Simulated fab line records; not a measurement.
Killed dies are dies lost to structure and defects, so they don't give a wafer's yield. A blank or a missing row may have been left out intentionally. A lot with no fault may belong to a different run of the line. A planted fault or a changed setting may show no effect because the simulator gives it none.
Struck lot and sound lot, side by side :: flow n5Finfet :: 16 out of 1938 route steps
Sound: the wafers L791.1, L791.5, L791.6. Struck: wafers L794.3, L794.5, L794.6. The cause is given at the end.
Each step with rows lists, per side, the tool, then ch with its chambers, then its first start. Under that, the readings that differ: sound wafers :: struck wafers :: difference of the means :: sigmas: that difference in standard deviations of wafers without a fault.
alike: readings whose means differ by less than 2 such deviations, and words and numbers that are the same on both sides. not compared: withheld readings, readings that some wafer has no value for, bounds like >300 that may hide the same value, and numbers for which the record gives no deviation and whose values overlap.
The two part at a step that has a row with sigmas, a row that says differs or no value, or rows on one side only. Numbers that don't overlap but have no deviation are shown without sigmas and don't part them. Lack of a reading on every wafer of one side parts them only where that side has two or more wafers.

N5_MOL_CONTACT_COAG_DESCUM_13: chemistry O2, time 7 s.
  sound on rieDiel-06 ch 1,2, day 5 01:38; struck on rieDiel-01 ch 2,3, day 5 20:38
  alike: drypumpMotorCurrentA, oesProductAu, rfVppV, showerheadPlenumPTorr, tempC, throttleValvePct
  not compared: rfHoursCounterH
then, 1 step without rows for these wafers: N5_MOL_CONTACT_COAG_ETCH_59 (etches underlayer in N2/H2, target depth 13 nm, time 10.4 s).
N5_MOL_CONTACT_COAG_ETCH_105: etches SiARC in CF4, target depth 15.6 nm, time 26 s.
  sound on rieDiel-06 ch 1,2, day 5 01:41; struck on rieDiel-01 ch 2,3, day 5 20:42
  alike: cf4FlowSccm, drypumpMotorCurrentA, etchRfOnTimeS, oesProductAu, rfVppV, showerheadPlenumPTorr, throttleValvePct
  not compared: rfHoursCounterH
then, 3 steps without rows for these wafers: N5_MOL_CONTACT_COAG_ETCH_106 (etches SOC in N2/H2, target depth 80 nm, overetch 16 nm, time 120 s); N5_MOL_CONTACT_COAG_STRIP_107 (strips in N2/H2); N5_MOL_CONTACT_COAG_STRIP_108 (strips in N2/H2).
N5_MOL_CONTACT_COAG_CONTACT_ETCH_14: etches SiO2 in C4F6/O2, target depth 27.5 nm, overetch 8.5 nm, time 20 s.
  sound on rieDiel-06 ch 1,2, day 5 01:49; struck on rieDiel-01 ch 2,3, day 5 20:49
  alike: drypumpMotorCurrentA, oesProductAu, rfVppV, showerheadPlenumPTorr, throttleValvePct
  not compared: rfHoursCounterH
then, 2 steps without rows for these wafers: N5_MOL_CONTACT_COAG_STRIP_109 (strips in C4F6/O2); N5_MOL_CONTACT_COAG_ETCH_15 (etches SiNx in CH3F/O2, stops on Si:P, target depth 7 nm).
N5_MOL_CONTACT_COAG_ETCH_110: etches Si in CF4/O2, target depth 2.5 nm, time 8 s.
  sound on rieDiel-06 ch 1,2, day 5 01:55; struck on rieDiel-01 ch 2,3, day 5 20:55
  alike: cf4FlowSccm, drypumpMotorCurrentA, oesProductAu, rfVppV, showerheadPlenumPTorr, throttleValvePct
  not compared: rfHoursCounterH
N5_MOL_CONTACT_COAG_STRIP_98: strips in N2/H2.
  sound on rieDiel-06 ch 1,2, day 5 01:58; struck on rieDiel-01 ch 2,3, day 5 20:58
  alike: drypumpMotorCurrentA, n2FlowSccm, oesProductAu, powerW, rfVppV, showerheadPlenumPTorr, tempC, throttleValvePct
  not compared: rfHoursCounterH
N5_MOL_CONTACT_COAG_CD_MEAS_99: the cd target is 17.2 nm.
  sound on cdSem-02 at day 5 02:02; struck on cdSem-01 at day 5 21:02
reading: cdNm (nm)
sound: 16.6 16.9 17.2
struck: 17.6 17.9 17.2
difference: +0.7
sigmas: +2
N5_MOL_CONTACT_COAG_IMPLANT_129:
  sound on implanter-01 ch 0, day 5 02:04; struck on implanter-01 ch 0, day 5 21:08
reading: beamOnS (s)
sound: 38.0 37.2 38.4
struck: 18.3 18.8 19.1
difference: -19.1
sigmas: -10

reading: doseIonsCm2
sound: 6.006e+14 5.996e+14 6.001e+14
struck: 3.074e+14 3.07e+14 3.082e+14
difference: -2.926e+14
sigmas: -99 or more
then, 1 step without rows for these wafers: N5_MOL_CONTACT_COAG_PRECLEAN_111 (cleans in NF3:NH3, afs cycles 1, time 20 s, sublimation time 60 s).
-- record jumps: 3 days separate the struck wafers' starts on either side; left off in module MOL_CONTACT_COAG, taken up again in module BEOL_M4, whose first shown step is the route's number 1111 --
N5_BEOL_M4_RC_MEAS_101:
  sound on prober-01 ch 0, day 8 06:11; struck on prober-02 ch 0, day 9 01:12
reading: DIBL_N (mV/V)
sound: 35.8 37.5 38.0
struck: 33.5 35.7 32.4
difference: -3.2
sigmas: -2
  alike: DIBL_P, IOFF_N, IOFF_P, ION_N, ION_P, SS_N, SS_P, VT_N, VT_P
-- here the record skips 4 days between the struck wafers' starts before and after, leaving off in module BEOL_M4 and picking up in module PASSIVATION (first step shown: number 1936 of the route) --
N5_PASSIVATION_PROBE_49:
  record: rows for the struck wafers here (prober-02, day 12 22:57), none for the sound ones

== WHERE THEY PART ==
Last at N5_PASSIVATION_PROBE_49 as far as this record goes, first at N5_MOL_CONTACT_COAG_CD_MEAS_99.

WHY: the cause the simulator had injected
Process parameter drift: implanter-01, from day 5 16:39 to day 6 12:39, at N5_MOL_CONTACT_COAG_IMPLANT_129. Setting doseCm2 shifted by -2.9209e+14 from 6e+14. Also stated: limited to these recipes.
